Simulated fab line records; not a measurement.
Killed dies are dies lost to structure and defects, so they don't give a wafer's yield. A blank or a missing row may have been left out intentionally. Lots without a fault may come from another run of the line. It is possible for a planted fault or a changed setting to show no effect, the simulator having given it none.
Chamber matching	flow n5Finfet	N5_BEOL_M2_STRIP_19 on rieDiel-04: 4 sister chambers
The step strips in O2. 18 wafers are shown with their chamber, then 9 later ones without.

WAFERS, EACH WITH ITS CHAMBER
wafer	chamber	drypumpMotorCurrentA (A)	showerheadPlenumPTorr (Torr)	throttleValvePct (%)
L076.1	2	6.2	2.09	16.72
L076.4	0	6.0	2.07	16.60
L076.6	1	5.3	2.16	16.61
L075.2	1	5.3	2.16	16.62
L075.4	0	6.0	2.07	16.61
L075.6	3	5.4	2.16	16.81
L078.1	3	5.4	2.15	16.80
L078.3	0	6.0	2.07	16.61
L078.4	1	5.4	2.15	16.61
L080.1	1	5.3	2.15	16.61
L080.2	0	6.0	2.07	16.62
L080.5	1	5.4	2.15	16.61
L081.1	1	5.3	2.15	16.63
L081.3	2	6.2	2.09	16.73
L081.4	3	5.3	2.15	16.83
L084.3	2	6.2	2.09	16.73
L084.5	2	6.2	2.09	16.74
L084.6	1	5.3	2.15	16.63

SIGNATURES (means of the wafers above)
reading	chamber 0	chamber 1	chamber 2	chamber 3	scatter within a chamber
drypumpMotorCurrentA	6.000	5.329	6.200	5.367	0.0387
showerheadPlenumPTorr	2.0700	2.1529	2.0900	2.1533	0.00387
throttleValvePct	16.6100	16.6171	16.7300	16.8133	0.01
Rule: for each reading, subtract the chamber's mean from the wafer's reading, divide by that reading's scatter and square the result; add these up over the readings and take the root, which gives the wafer's distance from the chamber. The wafer belongs to the nearest chamber; if the next one is less than 2 further off, it can't be placed. The scatter is the square root of a quotient: the sum, over the shown wafers, of each reading's squared deviation from its chamber's mean, divided by wafers minus chambers.

WAFERS WHOSE CHAMBER IS MISSING
wafer	drypumpMotorCurrentA (A)	showerheadPlenumPTorr (Torr)	throttleValvePct (%)
L085.3	6.3	2.09	16.73
L085.4	5.3	2.15	16.64
L085.6	6.0	2.07	16.62
L086.2	5.3	2.15	16.82
L086.3	6.2	2.09	16.74
L086.6	6.0	2.06	16.64
L092.2	5.3	2.15	16.84
L092.3	6.2	2.08	16.78
L092.4	6.3	2.08	16.77

WHICH CHAMBER EACH WENT THROUGH
wafer	from the rows above	in truth
L085.3	2	2
L085.4	1	1
L085.6	0	0
L086.2	3	3
L086.3	2	2
L086.6	0	0
L092.2	3	3
L092.3	2	2
L092.4	2	2
Correct placement for 9 of the 9. Number that these rows cannot place: 0. 0 placed wrongly.
